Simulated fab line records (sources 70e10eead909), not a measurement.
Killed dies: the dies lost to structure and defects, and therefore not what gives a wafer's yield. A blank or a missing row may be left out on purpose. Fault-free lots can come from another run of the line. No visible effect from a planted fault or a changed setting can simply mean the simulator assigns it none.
A lot that was struck, set against a sound lot ; flow nand harc ; 28 steps out of a route of 1302
Sound: these wafers, L437.1, L437.2, L437.6. Wafers L443.1, L443.2, L443.6 were the ones struck. The cause is named last.
Per side, at each step with rows, come the tool, then ch with its chambers, and then its first start. Under that, the readings that differ: sound wafers ; struck wafers ; difference of the means ; sigmas: that difference in standard deviations of wafers without a fault.
alike: readings whose means differ by less than 2 such deviations, and words and numbers that are the same on both sides. not compared: withheld readings, readings that some wafer has no value for, bounds like >300 that may hide the same value, and numbers for which the record gives no deviation and whose values overlap.
The two part at a step that has a row with sigmas, a row that says differs or no value, or rows on one side only. Non-overlapping numbers with no deviation appear without sigmas and do not part them. A reading missing from all wafers of one side parts the sides only when that side holds two or more wafers.

NHARC_A_CONTACT_ETCH_132: etches the open film in C4F8/O2/Ar, time 197 s, target depth 1924 nm.
  sound on har cap etch-01 ch 0,1, day 23 06:57; struck on har cap etch-02 ch 0,1, day 26 01:18
  not compared: rf hours counter h
NHARC_A_CONTACT_ETCH_133: etches the open film in C4F8/O2/Ar, time 374 s, target depth 1610 nm.
  sound on har cap etch-01 ch 0,1, day 23 07:08; struck on har cap etch-02 ch 0,1, day 26 01:28
  not compared: rf hours counter h
NHARC_A_CONTACT_ETCH_91: etches the open film in CH3F/O2, target depth 40 nm, time 85.7 s.
  sound on rie diel-09 ch 0,2, day 23 07:56; struck on rie diel-08 ch 0,1,3, day 26 02:15
reading;sound;struck;difference;sigmas
oes product au (a.u.);0.929 0.927 0.931;1.007 0.989 0.993;+0.067;+3
  alike: drypump motor current A, rf vpp V, showerhead plenum p Torr, throttle valve pct
  not compared: rf hours counter h
then, 1 step without rows for these wafers: NHARC_A_CONTACT_ETCH_97 (etches the open film in C4F6/O2, target depth 20 nm, time 10 s).
NHARC_A_CONTACT_CD_MEAS_80:
  sound: cd sem-02 at day 23 08:08; struck: cd sem-02 at day 26 02:28
  alike: cd nm
then, 3 steps without rows for these wafers: NHARC_A_CONTACT_STRIP_103 (strips in N2/H2); NHARC_A_CONTACT_STRIP_104 (strips in CF4/CHF3); NHARC_A_CONTACT_STRIP_105 (strips in O2/COS).
NHARC_A_CONTACT_ETCH_106: etches the open film in CF4/O2, target depth 90 nm, overetch 9 nm, time 49.5 s.
  sound on rie diel-11 ch 0,2,3, day 23 08:31; struck on rie diel-09 ch 0,1,3, day 26 02:46
  alike: drypump motor current A, oes product au, rf vpp V, showerhead plenum p Torr, throttle valve pct
  not compared: rf hours counter h
NHARC_A_CONTACT_STRIP_82: strips in O2.
  sound: rie diel-11 ch 0,2,3; struck: rie diel-09 ch 0,3
  alike: drypump motor current A, oes product au, rf vpp V, showerhead plenum p Torr, throttle valve pct
  not compared: rf hours counter h
then, 2 steps without rows for these wafers: NHARC_A_CONTACT_STRIP_83 (strips in post etch residue remover, time 600 s); NHARC_A_CONTACT_DEP_84 (deposits aC, target thk 2800 nm).
NHARC_A_CONTACT_DEP_85: deposits SiON, target thk 60 nm.
  sound on pecvd-03 ch 0,2, day 23 11:47; struck on pecvd-03 ch 0,1, day 26 12:20
  alike: heater power w
then, 10 steps without rows for these wafers: NHARC_A_CONTACT_DEHYDRATE_00 (time 120 s); NHARC_A_CONTACT_HMDS_01 (time 30 s); NHARC_A_CONTACT_COAT_86 (time 75 s); NHARC_A_CONTACT_COAT_87 (time 65 s); NHARC_A_CONTACT_COAT_02 (resist thk 90 nm); NHARC_A_CONTACT_SOFTBAKE_03 (time 55 s); NHARC_A_CONTACT_EBR_04; NHARC_A_CONTACT_EXPOSE_05 (exposes mask A CC); NHARC_A_CONTACT_PEB_06 (peb time 65 s); NHARC_A_CONTACT_DEVELOP_07 (develop time 35 s).
NHARC_A_CONTACT_CD_MEAS_08: the cd target is 200 nm.
  sound on cd sem-03 ch 0, day 23 12:22; struck on cd sem-03 ch 0, day 26 13:04
  alike: cd nm
NHARC_A_CONTACT_OVL_MEAS_09:
  sound: overlay-01 at day 23 12:28; struck: overlay-02 at day 26 13:08
reading;sound;struck;difference;sigmas
overlay x nm (nm);-1.2 -1.2 -0.7;0.1 0.6 1.0;+1.6;+2
  alike: overlay y nm
NHARC_A_CONTACT_INSPECT_10:
  sound: defect inspect-02 at day 23 12:30; struck: defect inspect-02 at day 26 13:11
reading;sound;struck;difference;sigmas
raw defect count;71 56 52;609 620 684;+578;+14
then, 1 step without rows for these wafers: NHARC_A_CONTACT_DESCUM_13 (chemistry O2, time 3 s).
-- break in the record here, with 2 days between the starts of the struck wafers on either side (left off in module A_CONTACT, picked up again in module END, where the first step shown is number 1302 on the route) --
NHARC_END_SORT_01:
  here the record holds rows for the struck wafers (prober-01 ch 0, day 28 14:10) but none for the sound ones

WHERE THEY PART
At NHARC_A_CONTACT_ETCH_91 first; at NHARC_END_SORT_01 last (within this record only).

WHY: what had been put in by the simulator
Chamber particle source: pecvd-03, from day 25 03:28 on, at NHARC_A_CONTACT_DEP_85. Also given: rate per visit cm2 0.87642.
